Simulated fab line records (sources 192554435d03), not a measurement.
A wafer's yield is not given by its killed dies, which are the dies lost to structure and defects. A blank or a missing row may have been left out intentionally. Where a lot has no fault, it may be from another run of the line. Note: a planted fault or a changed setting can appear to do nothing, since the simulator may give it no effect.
Matching of chambers ; flow n5 finfet ; rie diel-06 running N5_BEOL_M1_DESCUM_16: 4 sister chambers
The step chemistry O2, time 7 s. 4 wafers are shown with their chamber, then 7 later ones without.

## WAFERS, EACH WITH ITS CHAMBER
wafer;chamber;showerhead plenum p Torr (Torr)
L079.4;2;2.09
L086.4;1;2.19
L091.1;3;2.13
L091.4;0;2.09

## WAFERS WHOSE CHAMBER IS MISSING
wafer;showerhead plenum p Torr (Torr)
L091.5;2.08
L093.1;2.19
L093.3;2.13
L093.4;2.08
L096.1;2.07
L096.2;2.18
L096.3;2.13

## EACH ONE'S CHAMBER
wafer;from the rows above;in truth
L091.5;can't be placed: 0 or 2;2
L093.1;1;1
L093.3;3;3
L093.4;can't be placed: 0 or 2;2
L096.1;can't be placed: 0 or 2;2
L096.2;1;1
L096.3;3;3
Correct placement for 4 of the 7. From these rows, 3 cannot be placed; in 3 the true chamber is one of the candidates. Wrongly placed: 0.
How it was worked out, from the rows above alone: a wafer's distance from a chamber is the root of the sum, over the readings, of the square of ((its reading less the chamber's mean) divided by the reading's scatter). If the next closest chamber is less than 2 further off than the closest, the wafer can't be placed; otherwise it belongs to the closest. The mean given for a chamber averages the wafers shown for that chamber. The scatter (one wafer shown for each chamber): square how far every hidden wafer sits from the nearest shown wafer, average those squares and take the square root.
